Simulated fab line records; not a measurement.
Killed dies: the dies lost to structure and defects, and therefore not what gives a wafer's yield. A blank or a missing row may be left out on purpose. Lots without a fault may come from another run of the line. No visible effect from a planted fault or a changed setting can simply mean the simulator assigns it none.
fab line records	flow n5Finfet
[record] lots = 10	wafers = 30	lastDay = 19
route steps=1938 shown BEOL_M10@1484 PASSIVATION@1936
lots untouched by any fault: they come from a run of this same line in which no faults occurred
startH: hours from the record's first day to the start of the lot's first wafer shown	waitH: hours elapsed since this lot's preceding step	" repeats the value in the row above	L1.1+2: one row covering several wafers at once	- value missing, or start not given	* or withheld: withheld	< > ~ a bound
route shown NAME@n: a module of which the file shows steps, and the number in the route of the first	usual: mean/standard deviation taken from wafers without a fault	same: alike in all rows	chamber/n: place in a boat	sites: per-site readings	_std_site: their standard deviation	_edge_site: the outer-site mean with the inner-site mean subtracted	radiusMm: how far each site lies from the wafer's centre	mask NAME#n: copy n	behind: the last tool/chamber to shape the wafer	hold: what put the lot on hold/how long, in hours/how the hold closed	device: whichever transistor did not switch (one of n, p or np)	end of line: at the end of the route, the tests of the same wafers	step lacking rows: just its recipe	killed: the dies lost at the first sort to structure and to defects; this is not the yield of the wafer	map: per-die view of a wafer (x killed, . not killed, _ where there is no die)
set.NAME: the setting as run; set.NAME@STEP: as run at that earlier step	model.NAME: the simulator's own value behind a step, which no gauge read
one table for each step of the route and one row for each wafer, over a sample of lots
services: when a tool's chamber went out of use (startH, in hours from the record's first day, below 0 if earlier), for how many hours, and the reason
[[steps]]
[step N5_BEOL_M10_OVL_MEAS_12]
[recipe] pointsPerWafer = 44
[usual] M10_OVL = 0.3/0.79
lot.wafer	tool	chamber	startH	waitH	M10_OVL[nm]
L854.1	overlay-01	0	243.26	0.0	-0.7
L854.2	"	0	"	"	-0.4
L854.6	"	0	"	"	-1.2
L856.1	overlay-01	0	252.61	0.0	-0.2
L856.2	"	0	"	"	-0.1
L856.3	"	0	"	"	-1.0
L858.1	overlay-01	0	275.66	0.0	1.2
L858.3	"	0	"	"	0.0
L858.4	"	0	"	"	0.6
L860.1	overlay-01	0	289.14	0.0	0.3
L860.4	"	0	"	"	0.1
L860.5	"	0	"	"	0.4
L859.1	overlay-01	0	293.20	0.0	0.4
L859.4	"	0	"	"	0.2
L859.5	"	0	"	"	-0.4
L862.2	overlay-02	0	310.61	0.0	0.6
L862.5	"	0	"	"	0.4
L862.6	"	0	"	"	-0.3
L865.1	overlay-01	0	324.24	0.0	-0.3
L865.2	"	0	"	"	0.8
L865.3	"	0	"	"	2.0
L872.2	overlay-02	0	362.55	0.0	-0.2
L872.4	"	0	"	"	-0.3
L872.6	"	0	"	"	0.9
L876.2	overlay-02	0	370.92	0.0	0.0
L876.4	"	0	"	"	-0.3
L876.6	"	0	"	"	0.0
L875.2	overlay-02	0	389.56	0.0	1.1
L875.5	"	0	"	"	1.5
L875.6	"	0	"	"	1.0
[step N5_BEOL_M10_STRIP_67]
[recipe] chemistry = CF4	resist = SiARC	powerW = 300	biasPowerW = 75	pressureMtorr = 50	cf4FlowSccm = 150	rfFrequencyHz = 6e+07
[usual] drypumpMotorCurrentA = 5.8/0.41	oesProductAu = 0.79/0.071	powerW = 300.0/0.95	rfVppV = 271.5/1.4	showerheadPlenumPTorr = 1.80/0.053	throttleValvePct = 13.58/0.17
lot.wafer	tool	chamber	startH	waitH	drypumpMotorCurrentA	oesProductAu	powerW	rfHoursCounterH	rfVppV	showerheadPlenumPTorr	throttleValvePct
L854.1	rieDiel-05	0	244.84	0.0	5.6	0.71	299.9	226	272.8	1.83	13.64
L854.2	"	1	"	"	5.9	0.82	300.6	77	269.6	1.74	13.49
L854.6	"	3	"	"	5.4	0.70	300.4	-	272.2	1.86	14.00
L856.1	rieDiel-02	2	253.16	0.0	5.5	0.78	299.1	121	272.7	1.84	13.49
L856.2	"	0	"	"	6.2	0.83	299.5	67	273.0	1.87	13.37
L856.3	"	1	"	"	5.4	0.81	300.2	71	272.3	1.84	13.37
L858.1	rieDiel-02	1	275.95	0.0	5.4	0.81	298.9	80	273.1	1.83	13.38
L858.3	"	3	"	"	5.6	0.69	300.7	235	269.3	1.69	13.84
L858.4	"	2	"	"	5.5	0.77	299.4	129	272.6	1.84	13.49
L860.1	rieDiel-05	3	289.43	0.0	5.4	0.69	300.4	243	272.5	1.86	14.02
L860.4	"	2	"	"	6.6	0.81	301.1	84	269.6	1.75	13.69
L860.5	"	1	"	"	5.9	0.80	300.5	-	270.6	1.74	13.54
L859.1	rieDiel-03	2	293.49	0.0	5.2	0.82	299.9	60	272.6	1.82	13.40
L859.4	"	0	"	"	5.5	0.69	301.0	219	269.5	1.76	13.78
L859.5	"	2	"	"	5.2	0.83	299.5	-	273.1	1.82	13.38
L862.2	rieDiel-05	1	311.39	0.0	5.9	0.80	300.4	99	269.4	1.73	13.56
L862.5	"	3	"	"	5.4	0.69	300.2	-	271.5	1.86	14.03
L862.6	"	2	"	"	6.6	0.81	301.5	-	269.8	1.74	13.71
L865.1	rieDiel-05	1	324.53	0.0	5.9	0.79	300.4	103	270.6	1.73	13.55
L865.2	"	0	"	"	5.7	0.70	299.6	252	272.1	1.82	13.68
L865.3	"	2	"	"	6.6	0.80	299.6	97	270.1	1.74	13.72
L872.2	rieDiel-03	3	362.84	0.0	5.9	0.83	300.1	69	273.7	1.82	13.65
L872.4	"	2	"	"	5.2	0.80	298.1	84	271.7	1.81	13.44
L872.6	"	3	"	"	5.9	0.84	298.9	-	271.1	1.82	13.65
L876.2	rieDiel-02	3	371.24	0.0	5.6	0.93	299.5	12	273.3	1.89	13.34
L876.4	"	2	"	"	5.5	0.74	299.5	164	273.0	1.83	13.57
L876.6	"	1	"	"	5.4	0.78	299.5	-	271.5	1.82	13.47
L875.2	rieDiel-05	1	390.12	0.0	5.9	0.77	301.2	129	271.2	1.73	13.62
L875.5	"	1	"	"	5.9	0.78	300.3	-	270.9	1.73	13.63
L875.6	"	2	"	"	6.6	0.78	301.1	-	269.9	1.74	13.78
[step N5_BEOL_M10_ETCH_65]
[recipe] chemistry = CF4	target = SiARC	targetDepthA = 390	maskMaterial = CAR-ArF	timeS = 65	ionEnergyEv = 80	pressureMtorr = 40	sourceW = 545	biasW = 36	Ar_flow_sccm = 100	cf4FlowSccm = 100	ends = cleared
[usual] biasW = 36.00/0.11	drypumpMotorCurrentA = 5.7/0.4	etchRfOnTimeS = 64.0/2.1	oesProductAu = 0.69/0.066	rfVppV = 184.3/1.1	showerheadPlenumPTorr = 2.15/0.06	throttleValvePct = 15.60/0.18
lot.wafer	tool	chamber	startH	waitH	biasW	drypumpMotorCurrentA	etchRfOnTimeS	oesProductAu	rfHoursCounterH	rfVppV	showerheadPlenumPTorr	throttleValvePct
L854.1	rieDiel-02	2	246.93	0.0	36.01	5.5	61.9	0.68	119	186.2	2.21	15.52
L854.2	"	0	"	"	35.96	6.3	61.9	0.74	64	185.2	2.23	15.37
L854.6	"	3	"	"	35.93	5.6	65.6	0.59	-	185.0	2.03	15.86
L856.1	rieDiel-02	1	254.07	0.0	36.17	5.4	60.6	0.73	71	185.2	2.17	15.36
L856.2	"	0	"	"	36.07	6.2	62.2	0.73	67	186.3	2.23	15.39
L856.3	"	2	"	"	36.04	5.5	61.9	0.67	121	185.3	2.21	15.51
L858.1	rieDiel-02	1	277.66	0.0	36.10	5.4	60.7	0.72	81	185.3	2.17	15.38
L858.3	"	3	"	"	35.80	5.6	65.9	0.58	235	183.6	2.02	15.90
L858.4	"	2	"	"	36.05	5.5	61.6	0.67	130	184.5	2.21	15.54
L860.1	rieDiel-02	0	291.72	0.0	36.04	6.2	63.3	0.70	82	185.5	2.22	15.42
L860.4	"	3	"	"	36.11	5.7	65.8	0.58	241	183.0	2.02	15.90
L860.5	"	1	"	"	35.90	5.4	61.1	0.70	-	185.4	2.17	15.40
L859.1	rieDiel-05	1	294.39	0.0	36.15	5.9	63.0	0.70	92	184.6	2.07	15.57
L859.4	"	2	"	"	35.94	6.6	65.5	0.69	-	184.8	2.08	15.75
L859.5	"	0	"	"	35.93	5.6	63.5	0.60	-	184.8	2.18	15.66
L862.2	rieDiel-05	0	312.41	0.0	35.76	5.6	63.4	0.60	248	186.2	2.18	15.67
L862.5	"	1	"	"	35.94	5.9	63.0	0.69	-	182.6	2.06	15.58
L862.6	"	0	"	"	35.94	5.7	63.7	0.60	-	185.2	2.18	15.66
L865.1	rieDiel-02	1	326.30	0.0	35.79	5.4	61.6	0.70	99	183.2	2.16	15.41
L865.2	"	0	"	"	36.05	6.3	63.0	0.70	96	186.4	2.22	15.43
L865.3	"	2	"	"	36.11	5.5	61.6	0.66	149	184.7	2.20	15.58
L872.2	rieDiel-03	3	363.72	0.0	35.91	5.9	66.2	0.70	70	186.1	2.17	15.74
L872.4	"	0	"	"	35.96	5.5	66.9	0.57	243	184.5	2.11	15.90
L872.6	"	1	"	"	35.82	5.5	67.1	0.72	-	187.5	2.19	15.62
L876.2	rieDiel-03	0	374.28	0.0	36.05	5.5	66.0	0.57	246	185.4	2.10	15.90
L876.4	"	2	"	"	36.22	5.2	62.3	0.70	89	184.9	2.17	15.46
L876.6	"	2	"	"	36.02	5.2	62.1	0.70	-	183.6	2.16	15.49
L875.2	rieDiel-03	2	391.02	0.0	36.04	5.2	61.7	0.69	95	183.5	2.16	15.49
L875.5	"	2	"	"	35.93	5.2	62.6	0.69	-	185.0	2.16	15.48
L875.6	"	1	"	"	36.00	5.4	66.4	0.71	-	184.9	2.18	15.62
[step N5_BEOL_M10_VIA_ETCH_34]
[recipe] chemistry = C4F6/O2	target = SiCOH_lowk	targetDepthA = 1845	maskMaterial = SOC	taperDeg = 4	timeS = 69.2	ionEnergyEv = 250	pressureMtorr = 30	sourceW = 345	biasW = 185	Ar_flow_sccm = 300	C4F6_flow_sccm = 10	O2_flow_sccm = 10
[usual] biasW = 185.0/0.48	drypumpMotorCurrentA = 5.7/0.4	oes_f_703_au = 0.80/0.076	oesProductAu = 0.81/0.078	rfVppV = 672/19	showerheadPlenumPTorr = 2.87/0.079	throttleValvePct = 20.91/0.22
lot.wafer	tool	chamber	startH	waitH	biasW	drypumpMotorCurrentA	oes_f_703_au	oesProductAu	rfHoursCounterH	rfVppV	showerheadPlenumPTorr	throttleValvePct
L854.1	rieDiel-02	2	247.10	0.0	185.3	5.5	0.81	0.80	119	648	2.95	20.83
L854.2	"	0	"	"	185.8	6.3	0.87	0.86	65	674	2.96	20.61
L854.6	"	3	"	"	185.0	5.6	0.70	0.69	-	681	2.71	21.26
L856.1	rieDiel-02	1	254.24	0.0	186.0	5.3	0.89	0.84	72	665	2.87	20.57
L856.2	"	0	"	"	185.4	6.3	0.86	0.85	67	673	2.96	20.61
L856.3	"	2	"	"	184.6	5.5	0.81	0.79	121	647	2.95	20.83
L858.1	rieDiel-02	1	277.84	0.0	184.8	5.4	0.87	0.83	81	666	2.86	20.57
L858.3	"	3	"	"	184.2	5.6	0.70	0.68	235	681	2.71	21.26
L858.4	"	2	"	"	184.8	5.5	0.79	0.79	130	648	2.95	20.85
L860.1	rieDiel-02	0	291.89	0.0	184.5	6.2	0.85	0.83	82	672	2.95	20.64
L860.4	"	3	"	"	184.5	5.7	0.68	0.67	241	680	2.70	21.28
L860.5	"	1	"	"	184.9	5.4	0.88	0.82	-	665	2.86	20.58
L859.1	rieDiel-05	1	294.57	0.0	184.2	5.9	0.81	0.82	92	670	2.74	20.83
L859.4	"	2	"	"	184.9	6.6	0.80	0.81	-	662	2.77	21.11
L859.5	"	0	"	"	185.1	5.7	0.74	0.70	-	657	2.90	20.84
L862.2	rieDiel-05	0	312.58	0.0	185.5	5.6	0.73	0.69	248	656	2.90	20.87
L862.5	"	1	"	"	184.7	5.9	0.81	0.81	-	671	2.74	20.84
L862.6	"	0	"	"	185.8	5.6	0.73	0.69	-	656	2.90	20.86
L865.1	rieDiel-02	1	326.48	0.0	185.2	5.4	0.85	0.81	99	666	2.86	20.61
L865.2	"	0	"	"	153.1	6.2	0.82	0.79	96	577	2.95	20.66
L865.3	"	2	"	"	184.3	5.5	0.78	0.77	149	648	2.94	20.88
L872.2	rieDiel-03	3	363.90	0.0	185.3	5.9	0.78	0.83	70	683	2.89	21.14
L872.4	"	0	"	"	185.7	5.5	0.63	0.67	243	716	2.82	21.31
L872.6	"	1	"	"	184.2	5.5	0.81	0.86	-	687	2.90	20.95
L876.2	rieDiel-03	0	374.45	0.0	184.3	5.5	0.64	0.67	246	716	2.82	21.30
L876.4	"	2	"	"	184.3	5.2	0.81	0.81	89	646	2.88	20.74
L876.6	"	2	"	"	184.7	5.2	0.82	0.81	-	647	2.88	20.73
L875.2	rieDiel-03	2	391.20	0.0	184.9	5.2	0.81	0.80	96	647	2.88	20.78
L875.5	"	2	"	"	184.7	5.2	0.81	0.80	-	647	2.88	20.76
L875.6	"	1	"	"	185.1	5.5	0.80	0.84	-	687	2.90	20.95
[step N5_PASSIVATION_PROBE_49]
[usual] defectLimitedYield = 91.0/1.4	killed_at_M0_to_M3 = 34/10	killed_at_M4_up = 15/5.5	killedAtContacts = 12/6.1	killedAtFrontEnd = 41/12	killedAtOther = 4/3.4	killedDies = 106/17	killedOpen = 70/13	killedShort = 34/7.4	sort_bin_4_leakage = 0.01/0.065	sort_bin_5_function = 5.3/1	sort_bin_6_memory = 3.4/0.69	sort_bin_8_speed = 0.03/0.22	sortNPass = 1073/17	sortYieldPct = 91.0/1.4
[same] grossDies = 1180	killedAtBackSide = 0
lot.wafer	tool	chamber	startH	waitH	defectLimitedYield[%]	killed_at_M0_to_M3	killed_at_M4_up	killedAtContacts	killedAtFrontEnd	killedAtOther	killedDies	killedOpen	killedShort	sort_bin_4_leakage[%]	sort_bin_5_function[%]	sort_bin_6_memory[%]	sort_bin_8_speed[%]	sortNPass	sortYieldPct[%]
L862.6	prober-01	-	373.57	0.3	88.6	50	14	12	50	8	134	85	47	0	7.5	3.2	0	1046	88.6
// killed by level:class
L862.6 STI_FIN_REVEAL:geometricParticle:open=17 BEOL_M3:geometricParticle:open=14 FIN_SAQP:geometricParticle:open=11 BEOL_M1:geometricParticle:open=10 MOL_CONTACT_COAG:geometricParticle:open=10 FIN_SAQP:geometricParticle:short=7 BEOL_M1:geometricParticle:short=6 MIM_TOP:geometricParticle:short=5
[[services]]
tool	chamber	startH	hours	kind
rieDiel-03	-	232.52	14.6	pm
rieDiel-02	1	243.33	2.4	repair
rieDiel-03	-	251.20	0.3	repair
rieDiel-05	3	293.58	5.8	repair
rieDiel-03	-	299.69	0.3	repair
rieDiel-05	3	316.44	-	clean
rieDiel-05	3	316.44	-	consumableReplace:focusRing
rieDiel-05	3	316.44	19.1	scheduledDown
rieDiel-05	3	316.44	19.1	ventCycle
rieDiel-02	3	318.66	-	clean
rieDiel-02	3	318.66	-	consumableReplace:focusRing
rieDiel-02	3	318.66	-	consumableReplace:showerhead
rieDiel-02	3	318.66	21.9	scheduledDown
rieDiel-02	3	318.66	21.9	ventCycle
rieDiel-05	0	335.62	-	clean
rieDiel-05	0	335.62	-	consumableReplace:focusRing
rieDiel-05	0	335.62	25.1	scheduledDown
rieDiel-05	0	335.62	25.1	ventCycle
rieDiel-02	2	340.01	10.3	repair
rieDiel-05	3	359.97	5.1	repair
rieDiel-03	0	385.85	-	clean
rieDiel-03	0	385.85	-	consumableReplace:focusRing
rieDiel-03	0	385.85	22.0	scheduledDown
rieDiel-03	0	385.85	22.0	ventCycle
[[key]]
[firstSign] step = N5_BEOL_M10_VIA_ETCH_34	reading = biasW	direction = down	sigmas = 66	usual = *	struck = *
[effect] step = N5_BEOL_M10_VIA_ETCH_34	reading = rfVppV	direction = down	sigmas = 5	usual = 672	struck = 577
metAt N5_BEOL_M10_VIA_ETCH_34
struckLots L865
struckWafers L865.2
notActingAt N5_BEOL_M10_OVL_MEAS_12,N5_BEOL_M10_STRIP_67,N5_BEOL_M10_ETCH_65
onsetBetween 291.89 326.48
[fault] kind = processParameterDrift	tool = rieDiel-02	chamber = 0	onsetH = 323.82	steps = N5_BEOL_M10_VIA_ETCH_34	channel = biasW	offset = *	shape = step	endH = 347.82	actsIn = *	stated = *
